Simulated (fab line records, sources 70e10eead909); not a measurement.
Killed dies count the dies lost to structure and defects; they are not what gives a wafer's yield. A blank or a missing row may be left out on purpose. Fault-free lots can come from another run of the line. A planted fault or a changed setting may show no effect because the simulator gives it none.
One fault seen from 2 desks | flow nand-harc | each desk holds nothing but its own numbers, with what lay behind them at the end

== THE METROLOGY DESK ==
Means of the sampled wafers that have a number, per lot and without regard to the tool the lot ran on: this is what the gauges read. The brackets show how far a lot's mean lies from the usual mean; more than 4 standard deviations puts the lot out of limits, marked OUT.
Columns: A = thk-nm at NHARC_P_M2_THK_MEAS_24, usual 144.3 nm
lot  | first seen here | A
L460 | day 6 02:07     | 145.2
L461 | day 6 15:44     | 143.8
L462 | day 6 16:19     | 142.9
L465 | day 7 03:59     | 145.0
L467 | day 7 22:36     | 141.7
L477 | day 10 12:27    | 145.1
L481 | day 11 15:16    | 143.0
L480 | day 11 16:21    | 145.0
L483 | day 11 18:25    | 142.7
L482 | day 11 19:02    | 145.0
Finding of this desk: none of the 10 lots has anything out of limits.

== DESK OF THE TOOL OWNER: rie-diel-02 ==
The tool's own readings at NHARC_P_BONDPAD_ETCH_24 (etches the open film in CF4/N2, target depth 30 nm, time 72.99 s): means of the sampled wafers that have a number, for each lot that ran on this tool. The brackets show how far a lot's mean lies from the usual mean; more than 4 standard deviations puts the lot out of limits, marked OUT.
Columns: A = drypump-motor-current-A at NHARC_P_BONDPAD_ETCH_24, usual 5.8 A; B = oes-product-au at NHARC_P_BONDPAD_ETCH_24, usual 0.996 a.u.; C = rf-vpp-V at NHARC_P_BONDPAD_ETCH_24, usual 314.4 V; D = run-length-s at NHARC_P_BONDPAD_ETCH_24, usual 94.6 s; E = showerhead-plenum-p-Torr at NHARC_P_BONDPAD_ETCH_24, usual 2.65 Torr; F = throttle-valve-pct at NHARC_P_BONDPAD_ETCH_24, usual 19.794 %
lot  | first seen here | A   | B     | C     | D              | E    | F
L460 | day 6 04:59     | 5.8 | 1.003 | 315.8 | 94.7           | 2.66 | 19.798
L461 | day 6 18:27     | 5.7 | 0.994 | 314.7 | 94.6           | 2.66 | 19.805
L462 | day 6 19:02     | 6.0 | 1.005 | 314.5 | 94.6           | 2.67 | 19.793
L467 | day 8 01:19     | 5.3 | 0.967 | 314.8 | 75.7 (-48) OUT | 2.72 | 19.803
L481 | day 11 18:13    | 5.6 | 0.990 | 315.9 | 95.0           | 2.73 | 19.790
L480 | day 11 19:05    | 5.9 | 1.000 | 313.0 | 94.9           | 2.55 | 19.787
L483 | day 11 21:03    | 5.7 | 0.994 | 313.2 | 95.0           | 2.57 | 19.789
This desk finds L467 out of limits, L467 being first, at day 8 01:19 (run-length-s at NHARC_P_BONDPAD_ETCH_24). In limits: L460, L461, L462, L481, L480, L483.

== PUT TOGETHER ==
An alarm could have come from the tool owner's desk at day 8 01:19, on L467.
At the metrology desk, nothing out of limits was observed.
The metrology desk has L467 on record, within its limits.
On rie-diel-02, each named lot ran NHARC_P_BONDPAD_ETCH_24.

== WHAT THE SIMULATOR PUT IN ==
rie-diel-02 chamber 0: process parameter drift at NHARC_P_BONDPAD_ETCH_24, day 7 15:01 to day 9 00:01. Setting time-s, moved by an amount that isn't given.
Struck lots among those shown: L467.
Time in hours from fault onset to the first out-of-limits reading at each desk: the tool owner's desk, 10.
